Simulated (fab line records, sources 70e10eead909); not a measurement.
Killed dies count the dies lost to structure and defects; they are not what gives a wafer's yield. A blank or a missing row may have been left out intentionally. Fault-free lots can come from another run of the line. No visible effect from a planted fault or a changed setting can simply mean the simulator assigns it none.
Which tool did it? + flow nand harc + 36 wafers from 12 lots sampled at 5 of the route's 1159 steps

## WHAT THE GAUGES SHOWED, per wafer
NHARC_END_SORT_01. Usual: defect limited yield 95.1 %, standard deviation 1.3; killed at array 29, standard deviation 8.4; killed at other 0.7, standard deviation 1.2; killed at periphery 3.8, standard deviation 2.1; killed dies 33, standard deviation 9; killed open 3.4, standard deviation 2; killed short 2.1, standard deviation 1.4; sort_bin_2_pct 1.5 %, standard deviation 0.56; sort_bin_3_pct 0.26 %, standard deviation 0.2; sort_bin_4_pct 3.1 %, standard deviation 0.91; sort n pass 644, standard deviation 9; sort rim yield pct 96.2 %, standard deviation 2.2; sort yield pct 95.1 %, standard deviation 1.3.
| lot  | measured     | on        | defect limited yield (%) | killed at array | killed at other | killed at periphery | killed dies | killed open | killed short | sort_bin_2_pct (%) | sort_bin_3_pct (%) | sort_bin_4_pct (%) | sort n pass | sort rim yield pct (%) | sort yield pct (%) | flag |
|------|--------------|-----------|--------------------------|-----------------|-----------------|---------------------|-------------|-------------|--------------|--------------------|--------------------|--------------------|-------------|------------------------|--------------------|------|
| L482 | day 22 14:53 | prober-02 | 96.5 95.3 96.5           | 19 25 22        | 0 0 0           | 5 7 2               | 24 32 24    | 3 2 2       | 1 2 1        | 1.2 1.2 1.2        | 0 0.59 0           | 2.4 3.0 2.4        | 653 645 653 | 99.1 98.1 95.3         | 96.5 95.3 96.5     |      |
| L483 | day 22 22:43 | prober-01 | 96.0 95.6 95.1           | 22 29 30        | 3 0 2           | 2 1 1               | 27 30 33    | 3 1 3       | 0 0 2        | 1.2 1.5 1.2        | 0 0 0.15           | 2.8 3.0 3.5        | 650 647 644 | 93.4 96.2 93.4         | 96.0 95.6 95.1     |      |
| L484 | day 22 14:57 | prober-01 | 96.2 94.8 94.2           | 21 32 33        | 0 0 1           | 5 3 5               | 26 35 39    | 4 2 3       | 3 3 2        | 1.3 2.1 1.6        | 0.15 0.30 0.30     | 2.4 2.8 3.8        | 651 642 638 | 97.2 97.2 97.2         | 96.2 94.8 94.2     |      |

## EACH LOT AND THE TOOL THAT RAN IT (in order: tool; ch and the chambers of the sampled wafers; start)
| lot  | NHARC_P_CONTACT_STRIP_28           | NHARC_P_CONTACT_PVD_32                  | NHARC_P_M0_PVD_20            | NHARC_P_M0_DEP_32               |
|------|------------------------------------|-----------------------------------------|------------------------------|---------------------------------|
| L473 | rie diel-08 ch 0,1,2, day 5 23:59  | pvd sputter-03, day 6 05:23 or earlier  | pvd sputter-02, day 6 05:23  | pecvd-01 ch 1,2, day 6 07:03    |
| L474 | rie diel-01 ch 1,2,3, day 6 07:58  | pvd sputter-03, day 6 12:37 or earlier  | pvd sputter-02, day 6 12:37  | pecvd-03 ch 0,1, day 6 14:18    |
| L476 | rie diel-05 ch 0,1,3, day 7 00:44  | pvd sputter-02, day 7 05:39 or earlier  | pvd sputter-02, day 7 05:39  | pecvd-01 ch 0,1,2, day 7 07:16  |
| L479 | rie diel-01 ch 1,2, day 7 15:17    | pvd sputter-03, day 7 19:46 or earlier  | pvd sputter-02, day 7 19:46  | pecvd-03 ch 0,1,2, day 7 21:51  |
| L482 | rie diel-05 ch 0,1,3, day 8 09:08  | pvd sputter-02, day 8 13:30 or earlier  | pvd sputter-01, day 8 13:30  | pecvd-03 ch 0,1,2, day 8 15:50  |
| L483 | rie diel-05 ch 0,1,2, day 8 20:44  | pvd sputter-03, day 9 03:47 or earlier  | pvd sputter-01, day 9 03:47  | pecvd-02 ch 1,2, day 9 05:23    |
| L484 | rie diel-01 ch 2,3, day 8 23:19    | pvd sputter-01, day 9 04:56 or earlier  | pvd sputter-03, day 9 04:56  | pecvd-02 ch 0,2, day 9 06:30    |
| L486 | rie diel-05 ch 0,2,3, day 9 10:21  | pvd sputter-01, day 9 19:27 or earlier  | pvd sputter-01, day 9 19:27  | pecvd-01 ch 0,1,2, day 9 21:26  |
| L487 | rie diel-05 ch 0,2, day 9 18:20    | pvd sputter-03, day 10 02:43 or earlier | pvd sputter-01, day 10 02:43 | pecvd-02 ch 0,2, day 10 04:21   |
| L491 | rie diel-01 ch 1,2, day 10 16:44   | pvd sputter-02, day 10 21:10 or earlier | pvd sputter-02, day 10 21:10 | pecvd-03 ch 0,1,2, day 10 23:04 |
| L492 | rie diel-01 ch 0,3, day 10 17:02   | pvd sputter-01, day 10 21:34 or earlier | pvd sputter-02, day 10 21:34 | pecvd-03 ch 0,1,2, day 10 23:28 |
| L494 | rie diel-05 ch 0,1,3, day 11 08:06 | pvd sputter-03, day 11 12:26 or earlier | pvd sputter-01, day 11 12:26 | pecvd-03 ch 1,2, day 11 14:03   |
- NHARC_P_CONTACT_STRIP_28: strips in O2.
- NHARC_P_CONTACT_PVD_32: deposits Ti, target thk 5 nm, time 17.7 s.
- NHARC_P_M0_PVD_20: deposits TaN, target thk 5 nm, time 8.06 s.
- NHARC_P_M0_DEP_32: deposits SiCN, target thk 30 nm.

## WHAT THE TOOLS THEMSELVES READ (means of the sampled wafers that have a number; where no wafer has one, the mark that the record gives instead)
NHARC_P_CONTACT_STRIP_28. Usual: drypump motor current A 6.0 A, standard deviation 0.53; oes product au 0.993 a.u., standard deviation 0.012; rf vpp V 57.7 V, standard deviation 0.84; showerhead plenum p Torr 3.52 Torr, standard deviation 0.13; throttle valve pct 17.036 %, standard deviation 0.0091.
| lot  | tool        | drypump motor current A (A) | oes product au (a.u.) | rf vpp V (V) | showerhead plenum p Torr (Torr) | throttle valve pct (%) | flag |
|------|-------------|-----------------------------|-----------------------|--------------|---------------------------------|------------------------|------|
| L473 | rie diel-08 | 6.1                         | 1.000                 | 57.5         | 3.50                            | 17.037                 |      |
| L474 | rie diel-01 | 5.9                         | 1.006                 | 57.0         | 3.44                            | 17.032                 |      |
| L476 | rie diel-05 | 6.3                         | 0.986                 | 58.1         | 3.56                            | 17.041                 |      |
| L479 | rie diel-01 | 6.1                         | 0.991                 | 57.1         | 3.48                            | 17.035                 |      |
| L482 | rie diel-05 | 6.3                         | 0.987                 | 57.9         | 3.55                            | 17.046                 |      |
| L483 | rie diel-05 | 6.1                         | 0.982                 | 57.6         | 3.64                            | 17.028                 |      |
| L484 | rie diel-01 | 5.6                         | 1.005                 | 57.0         | 3.40                            | 17.030                 |      |
| L486 | rie diel-05 | 6.0                         | 0.989                 | 57.4         | 3.54                            | 17.039                 |      |
| L487 | rie diel-05 | 5.8                         | 0.988                 | 57.3         | 3.63                            | 17.031                 |      |
| L491 | rie diel-01 | 5.6                         | 1.007                 | 57.8         | 3.45                            | 17.042                 |      |
| L492 | rie diel-01 | 5.5                         | 0.995                 | 56.9         | 3.35                            | 17.036                 |      |
| L494 | rie diel-05 | 6.3                         | 0.976                 | 58.2         | 3.55                            | 17.029                 |      |

NHARC_P_CONTACT_PVD_32. Usual: throttle valve pct at 30.3 %, with a standard deviation of 1.
| lot  | tool           | throttle valve pct (%) | flag |
|------|----------------|------------------------|------|
| L473 | pvd sputter-03 | 31.2                   |      |
| L474 | pvd sputter-03 | 30.1                   |      |
| L476 | pvd sputter-02 | 29.3                   |      |
| L479 | pvd sputter-03 | 29.9                   |      |
| L482 | pvd sputter-02 | 31.0                   |      |
| L483 | pvd sputter-03 | 30.0                   |      |
| L484 | pvd sputter-01 | 30.4                   |      |
| L486 | pvd sputter-01 | 30.3                   |      |
| L487 | pvd sputter-03 | 29.8                   |      |
| L491 | pvd sputter-02 | 29.9                   |      |
| L492 | pvd sputter-01 | 30.7                   |      |
| L494 | pvd sputter-03 | 29.7                   |      |

NHARC_P_M0_PVD_20. Usual: throttle valve pct at 30.2 %, with a standard deviation of 0.98.
| lot  | tool           | throttle valve pct (%) | flag |
|------|----------------|------------------------|------|
| L473 | pvd sputter-02 | 30.6                   |      |
| L474 | pvd sputter-02 | 30.8                   |      |
| L476 | pvd sputter-02 | 30.7                   |      |
| L479 | pvd sputter-02 | 30.1                   |      |
| L482 | pvd sputter-01 | 30.7                   |      |
| L483 | pvd sputter-01 | 30.5                   |      |
| L484 | pvd sputter-03 | 31.0                   |      |
| L486 | pvd sputter-01 | 30.0                   |      |
| L487 | pvd sputter-01 | 29.8                   |      |
| L491 | pvd sputter-02 | 30.6                   |      |
| L492 | pvd sputter-02 | 30.0                   |      |
| L494 | pvd sputter-01 | 29.9                   |      |

NHARC_P_M0_DEP_32. Usual: heater power w at 554 W, with a standard deviation of 60.
| lot  | tool     | heater power w (W) | flag |
|------|----------|--------------------|------|
| L473 | pecvd-01 | 534                |      |
| L474 | pecvd-03 | 528                |      |
| L476 | pecvd-01 | 567                |      |
| L479 | pecvd-03 | 551                |      |
| L482 | pecvd-03 | 525                |      |
| L483 | pecvd-02 | 610                |      |
| L484 | pecvd-02 | 607                |      |
| L486 | pecvd-01 | 509                |      |
| L487 | pecvd-02 | 660                |      |
| L491 | pecvd-03 | 526                |      |
| L492 | pecvd-03 | 537                |      |
| L494 | pecvd-03 | 545                |      |

## THE ANSWER, worked out from the rows above alone
Rule: lot off if the mean of its wafers having a number is beyond 3 standard deviations from the usual mean. A lot without any number at a reading at which 4 lots or more have one is off too. Where the step has rows for the other lots, those lots are counted as sound. After the gauges, taken in route order, come the tools' own readings; for these a lot's mean is taken, as printed above. The first step at which some lot is off is used, and at that step the reading that is off furthest; a lot without a number counts as furthest.
No lot is off on any of the readings shown, so nothing can be concluded from this.

## WHAT THE SIMULATOR PUT IN
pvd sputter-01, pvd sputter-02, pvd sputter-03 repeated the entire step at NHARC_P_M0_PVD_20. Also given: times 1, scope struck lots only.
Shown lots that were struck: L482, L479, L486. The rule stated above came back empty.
